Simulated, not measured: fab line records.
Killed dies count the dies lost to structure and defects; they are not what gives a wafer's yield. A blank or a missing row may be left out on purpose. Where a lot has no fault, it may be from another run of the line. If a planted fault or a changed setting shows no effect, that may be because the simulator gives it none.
3 desks, one fault ; flow n5_finfet ; every desk sees just its own numbers, and what lay behind them comes last

TOOL OWNER'S DESK, rie_diel-06
The tool's own readings at N5_BEOL_M12_ETCH_68 (etches SOC in N2/H2, time 285 s): means of the sampled wafers that have a number, for each lot that ran on this tool. Marked OUT: a lot whose mean sits more than 4 standard deviations from the usual mean, which makes it out of limits; the brackets give that distance.
Columns: A = drypump_motor_current_A at N5_BEOL_M12_ETCH_68, usual 5.6 A; B = oes_product_au at N5_BEOL_M12_ETCH_68, usual 0.80 a.u.; C = rf_vpp_V at N5_BEOL_M12_ETCH_68, usual 522.7 V; D = showerhead_plenum_p_Torr at N5_BEOL_M12_ETCH_68, usual 2.50 Torr; E = throttle_valve_pct at N5_BEOL_M12_ETCH_68, usual 17.8 %
lot;first seen here;A;B;C;D;E
L948;day 12 09:32;5.9;0.95;522.2;2.49;17.7
L950;day 12 14:56;5.8;0.87;522.3;2.51;18.0
L965;day 16 05:19;5.8;0.79;521.2;2.49;18.0
Finding of this desk: none of the 3 lots has anything out of limits.

THE DEFECT DESK
Counts from the inspections along the route, per lot, as means over the sampled wafers that have a number. Marked OUT: a lot whose mean sits more than 4 standard deviations from the usual mean, which makes it out of limits; the brackets give that distance.
Columns: A = raw_defect_count at N5_BEOL_M12_INSPECT_30, usual 2.0
lot;first seen here;A
L948;day 12 09:19;1.7
L950;day 12 14:43;2.0
L951;day 13 02:46;3.0
L955;day 14 12:08;2.3
L958;day 14 23:08;2.7
L965;day 16 05:06;3.0
Finding of this desk: none of the 6 lots has anything out of limits.

METROLOGY DESK
Lot by lot, what the gauges showed, no matter which tool ran the lot: averages of those sampled wafers that carry a number. Marked OUT: a lot whose mean sits more than 4 standard deviations from the usual mean, which makes it out of limits; the brackets give that distance.
Columns: A = cd_nm at N5_BEOL_M12_CD_MEAS_28, usual 159.6 nm; B = M12_OVL at N5_BEOL_M12_OVL_MEAS_29, usual -4 nm
lot;first seen here;A;B
L948;day 12 09:16;158.3;0
L950;day 12 14:40;157.9;-4
L951;day 13 02:42;158.4;-6
L955;day 14 12:05;162.6;-15
L958;day 14 23:04;160.5;-2
L965;day 16 05:03;159.3;-2
Finding of this desk: none of the 6 lots has anything out of limits.

ALL TOGETHER
Nothing out of limits was seen by the tool owner's desk.
Nothing the defect desk looked at was out of limits.
Metrology desk: nothing out of limits seen.

WHAT THE SIMULATOR HAD INSERTED
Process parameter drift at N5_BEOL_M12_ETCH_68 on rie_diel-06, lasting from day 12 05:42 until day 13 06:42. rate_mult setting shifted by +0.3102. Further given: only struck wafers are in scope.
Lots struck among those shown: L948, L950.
